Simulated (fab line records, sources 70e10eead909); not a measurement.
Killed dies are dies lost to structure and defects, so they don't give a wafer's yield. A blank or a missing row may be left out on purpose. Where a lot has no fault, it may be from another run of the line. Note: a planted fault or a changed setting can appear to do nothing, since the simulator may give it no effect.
Chamber matching | flow nand harc | pecvd-02 running NHARC_P_M0_PRE_CLEAN_31: 3 sister chambers
The step time 12 s. 3 wafers are shown with their chamber, then 8 later ones without.

WAFERS WITH THEIR CHAMBER
wafer  | chamber | heater power w (W)
L992.2 | 2       | 750
L995.4 | 0       | 636
L995.5 | 1       | 539

WAFERS MISSING THEIR CHAMBER
wafer  | heater power w (W)
L996.1 | 645
L996.5 | 650
L103.2 | 605
L103.3 | 743
L103.4 | 628
L106.1 | 642
L106.3 | 504
L106.5 | 655

EACH ONE'S CHAMBER
wafer  | from the rows above     | in truth
L996.1 | 0                       | 0
L996.5 | 0                       | 0
L103.2 | can't be placed: 0 or 1 | 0
L103.3 | 2                       | 2
L103.4 | 0                       | 0
L106.1 | 0                       | 0
L106.3 | 1                       | 1
L106.5 | 0                       | 0
Correctly placed: 7 of 8. Not placeable from these rows: 1 (in 1, the candidates include the true chamber). Number placed wrongly: 0.
How it was worked out, from the rows above alone: a wafer's distance from a chamber is the root of the sum, over the readings, of the square of ((its reading less the chamber's mean) divided by the reading's scatter). If the next closest chamber is less than 2 further off than the closest, the wafer can't be placed; otherwise it belongs to the closest. For every chamber, the mean is computed from those of its wafers that are shown. The scatter: with one shown wafer a chamber, the root of the mean of the squares of how far each hidden wafer lies from its nearest shown one.
